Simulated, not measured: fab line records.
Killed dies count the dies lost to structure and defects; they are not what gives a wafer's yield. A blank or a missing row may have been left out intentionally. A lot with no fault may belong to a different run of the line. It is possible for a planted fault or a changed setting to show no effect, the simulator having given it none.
Split-lot trial    flow n5_finfet    on a route of 1938 steps: 7 lots, 39 wafers read

THE SPLIT ITSELF
At N5_BEOL_M0_SAQP_DESCUM_45 (chemistry O2, time 7 s), the setting time_s was moved away from the recipe's 7 s on 12 of the 39 wafers read, by -45.5% to +47.9%. For the rest of the wafers, this setting stayed at what the recipe calls for.

The split's own step is where the reading is taken.

THE READING
CAR-EUV_of_BEOL_M0_SAQP_COAT_34.thk_nm (the simulator's own value, which no gauge read), in nm, at N5_BEOL_M0_SAQP_DESCUM_45 (chemistry O2, time 7 s). The file does not state a usual value for it. Average 26.1 nm, standard deviation 0.11 nm, over the 27 wafers here run with the recipe.

wafer   tool, chamber at the split  time_s as run, s  against the recipe  CAR-EUV_of_BEOL_M0_SAQP_COAT_34.thk_nm, nm  against lot-mates on the recipe
L076.2  rie_diel-02, 0,2,3          7                 recipe              26.2                                        -
L076.3  rie_diel-02, 0,2,3          7                 recipe              26.2                                        -
L076.5  rie_diel-02, 0,2,3          7                 recipe              26.2                                        -
L080.1  rie_diel-03, 1,3            10.29             +47.0%              24.4                                        -1.7
L080.5  rie_diel-03, 1,3            10.29             +47.0%              24.4                                        -1.7
L080.2  rie_diel-03, 3,2            7                 recipe              26                                          -
L080.6  rie_diel-03, 3,2            7                 recipe              26                                          -
L080.3  rie_diel-03, 2              10.29             +47.0%              24.6                                        -1.5
L080.4  rie_diel-03, 0              7                 recipe              26.2                                        -
L083.1  rie_diel-03, 0              4.811             -31.3%              27                                          +0.9
L083.2  rie_diel-03, 1,3            4.811             -31.3%              27.2                                        +1.1
L083.3  rie_diel-03, 1,3            4.811             -31.3%              27.2                                        +1.1
L083.4  rie_diel-03, 2              7                 recipe              26.2                                        -
L083.5  rie_diel-03, 2,3            7                 recipe              26                                          -
L083.6  rie_diel-03, 2,3            7                 recipe              26                                          -
L085.1  rie_diel-03, 0              7                 recipe              26.4                                        -
L085.2  rie_diel-03, 1,3,1,3,0      7                 recipe              26.2                                        -
L085.3  rie_diel-03, 1,3,1,3,0      7                 recipe              26.2                                        -
L085.4  rie_diel-03, 1,3,1,3,0      7                 recipe              26.2                                        -
L085.5  rie_diel-03, 1,3,1,3,0      7                 recipe              26.2                                        -
L085.6  rie_diel-03, 1,3,1,3,0      7                 recipe              26.2                                        -
L090.1  rie_diel-03, 1,3            7                 recipe              26                                          -
L090.6  rie_diel-03, 1,3            7                 recipe              26                                          -
L090.2  rie_diel-03, 3              3.813             -45.5%              27.6                                        +1.5
L090.3  rie_diel-03, 0              3.813             -45.5%              27.8                                        +1.7
L090.5  rie_diel-03, 0              3.813             -45.5%              27.8                                        +1.7
L090.4  rie_diel-03, 2              7                 recipe              26.2                                        -
L091.1  rie_diel-02, 1,2            7                 recipe              26                                          -
L091.4  rie_diel-02, 1,2            7                 recipe              26                                          -
L091.2  rie_diel-02, 3,3,0          10.35             +47.9%              24.4                                        -1.7
L091.5  rie_diel-02, 3,3,0          10.35             +47.9%              24.4                                        -1.7
L091.6  rie_diel-02, 3,3,0          10.35             +47.9%              24.4                                        -1.7
L091.3  rie_diel-02, 0              7                 recipe              26.2                                        -
L092.1  rie_diel-03, 0,3,1,3        7                 recipe              26                                          -
L092.3  rie_diel-03, 0,3,1,3        7                 recipe              26                                          -
L092.4  rie_diel-03, 0,3,1,3        7                 recipe              26                                          -
L092.5  rie_diel-03, 0,3,1,3        7                 recipe              26                                          -
L092.2  rie_diel-03, 2,0            7                 recipe              26.2                                        -
L092.6  rie_diel-03, 2,0            7                 recipe              26.2                                        -
When a row names more than one chamber, that row covers several wafers, and the file does not tell which wafer ran in which chamber.

FIT RESULTS
A straight line over all 39 wafers: CAR-EUV_of_BEOL_M0_SAQP_COAT_34.thk_nm changes by -0.0351 nm for each +1% of time_s; r = -0.99; the points scatter about the line by 0.11 nm.
The same after taking each lot's own level away (the mean of its wafers on the recipe; 39 wafers): -0.035 nm for each +1%; r = -0.99; scatter 0.089 nm.
On that fit, the largest move of time_s shifts the reading by 1.7 nm.
The lots' own levels span 26.07 to 26.23 nm, that is 1.5 times the standard deviation above.
The two slopes are in agreement: the lot-to-lot level therefore moves the slope only a little.
Check: for one of the wafers moved furthest among these (+47.9%), held out of the fit, the line's prediction against its lot-mates is -1.67 nm. It came out at -1.67 nm against them.

THE OTHER SPLITS THESE WAFERS WENT THROUGH
Note: prior to the reading, these wafers also went through further splits. Each is held against what the fit with the lots' levels taken away leaves over:
other split on the same wafers           wafers away from the commonest value  r with CAR-EUV_of_BEOL_M0_SAQP_COAT_34.thk_nm (lot level and that fit taken away)
N5_ZERO_LAYER_PECVD_02 time_s            18                                    +0.19
N5_ZERO_LAYER_DEVELOP_10 develop_time_s  15                                    +0.21
N5_DUMMY_GATE_PECVD_30 time_s            15                                    +0.19
N5_HKMG_FIN_ETCH_32 target_depth_a       12                                    -0.10

FILE'S OWN FIT
CAR-EUV_of_BEOL_M0_SAQP_COAT_34.thk_nm changes by -0.035 nm for each +1% of time_s, r = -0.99.
